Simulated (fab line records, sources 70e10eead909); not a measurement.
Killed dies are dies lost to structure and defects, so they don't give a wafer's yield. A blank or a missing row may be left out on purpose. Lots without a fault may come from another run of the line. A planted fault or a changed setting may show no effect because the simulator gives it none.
Chamber matching | flow nand_harc | NHARC_A_STAIRCASE_DEP_156 on pecvd-01: 3 sister chambers
The step deposits SiNx, target thk 50 nm. 14 wafers are shown with their chamber, then 7 later ones without.

WAFERS WITH THEIR CHAMBER
wafer  | chamber | showerhead_vpp_V (V) | heater_power_w (W)
L077.3 | 2       | 1145                 | 550
L077.5 | 0       | 1205                 | 771
L077.6 | 2       | 1164                 | 545
L084.1 | 0       | 1204                 | 740
L084.5 | 0       | 1222                 | 751
L084.6 | 1       | 1345                 | 739
L087.2 | 2       | 1157                 | 666
L087.3 | 1       | 1374                 | 650
L087.5 | 1       | 1329                 | 666
L091.1 | 2       | 1164                 | 528
L091.5 | 1       | 1344                 | 704
L091.6 | 2       | 1153                 | 529
L092.1 | 0       | 1223                 | 637
L092.4 | 2       | 1162                 | 630

SIGNATURES (means of the wafers above)
reading          | chamber 0 | chamber 1 | chamber 2 | scatter within a chamber
showerhead_vpp_V | 1213.50   | 1348.00   | 1157.50   | 12.3
heater_power_w   | 724.75    | 689.75    | 574.67    | 54.5
Rule: a wafer's distance from a chamber is the root of the sum, over the readings, of the square of ((its reading less the chamber's mean) divided by the reading's scatter). The wafer belongs to the nearest chamber; if the next one is less than 2 further off, it can't be placed. The scatter: the root of (the sum of the squares of (reading less its chamber's mean) over the shown wafers, divided by (wafers less chambers)).

WAFERS WITHOUT THEIR CHAMBER
wafer  | showerhead_vpp_V (V) | heater_power_w (W)
L092.6 | 1340                 | 670
L094.1 | 1196                 | 722
L094.3 | 1168                 | 513
L094.5 | 1191                 | 734
L095.3 | 1359                 | 626
L095.5 | 1166                 | 650
L095.6 | 1340                 | 636

WHICH CHAMBER EACH WENT THROUGH
wafer  | from the rows above | in truth
L092.6 | 1                   | 1
L094.1 | 0                   | 0
L094.3 | 2                   | 2
L094.5 | 0                   | 0
L095.3 | 1                   | 1
L095.5 | 2                   | 2
L095.6 | 1                   | 1
Placed correctly: 7 of 7. Can't be placed from these rows: 0. Placed wrongly: 0.
